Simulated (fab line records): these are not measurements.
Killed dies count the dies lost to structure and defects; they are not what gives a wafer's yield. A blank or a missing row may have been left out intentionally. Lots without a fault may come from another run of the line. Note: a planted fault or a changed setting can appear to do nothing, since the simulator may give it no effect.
Matching of chambers	flow n5 finfet	N5_BEOL_M15_ETCH_59 on rie diel-03: 4 sister chambers
The step etches BARC in N2/H2, target depth 89 nm, overetch 26.7 nm, time 67.9 s. 18 wafers are shown with their chamber, then 9 later ones without.

EACH WAFER AND ITS CHAMBER
wafer	chamber	drypump motor current A (A)	showerhead plenum p Torr (Torr)	rf vpp V (V)
L078.1	2	5.5	2.51	523.8
L078.3	3	5.6	2.51	521.5
L078.5	1	6.0	2.48	522.2
L083.1	0	6.4	2.50	522.4
L083.3	3	5.6	2.50	523.4
L083.6	2	5.4	2.51	524.4
L087.3	0	6.4	2.49	523.2
L087.5	1	6.1	2.47	520.4
L087.6	2	5.5	2.51	523.8
L088.1	0	6.4	2.49	521.8
L088.3	2	5.4	2.51	524.1
L088.5	1	6.0	2.47	520.5
L089.3	0	6.4	2.49	522.9
L089.5	2	5.4	2.51	523.0
L089.6	1	6.0	2.47	521.3
L094.1	1	6.1	2.46	520.7
L094.3	3	5.6	2.50	523.0
L094.4	1	6.1	2.46	522.1

SIGNATURES, as means of the wafers listed above
reading	chamber 0	chamber 1	chamber 2	chamber 3	scatter within a chamber
drypump motor current A	6.400	6.050	5.440	5.600	0.0439
showerhead plenum p Torr	2.4925	2.4683	2.5100	2.5033	0.00551
rf vpp V	522.575	521.200	523.820	522.633	0.728
Rule: for each reading, subtract the chamber's mean from the wafer's reading, divide by that reading's scatter and square the result; add these up over the readings and take the root, which gives the wafer's distance from the chamber. If the next closest chamber is less than 2 further off than the closest, the wafer can't be placed; otherwise it belongs to the closest. How the scatter is found: for the shown wafers, subtract from each reading the mean of its chamber, square and add these, divide the total by (wafers less chambers), then take the root.

WAFERS MISSING THEIR CHAMBER
wafer	drypump motor current A (A)	showerhead plenum p Torr (Torr)	rf vpp V (V)
L093.1	6.1	2.46	521.8
L093.3	5.5	2.50	521.7
L093.6	5.5	2.50	522.1
L095.1	5.5	2.50	525.0
L095.2	5.6	2.50	522.3
L095.5	5.6	2.50	522.2
L097.2	5.6	2.49	522.3
L097.5	5.6	2.49	522.7
L097.6	5.5	2.49	522.9

CHAMBER TAKEN BY EACH
wafer	from the rows above	in truth
L093.1	1	1
L093.3	can't be placed: 3 or 2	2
L093.6	can't be placed: 3 or 2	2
L095.1	can't be placed: 2 or 3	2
L095.2	3	3
L095.5	3	3
L097.2	3	3
L097.5	3	3
L097.6	can't be placed: 3 or 2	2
Placed correctly: 5 of 9. Can't be placed from these rows: 4 (the true chamber is among the candidates in 4). Wrongly placed: 0.
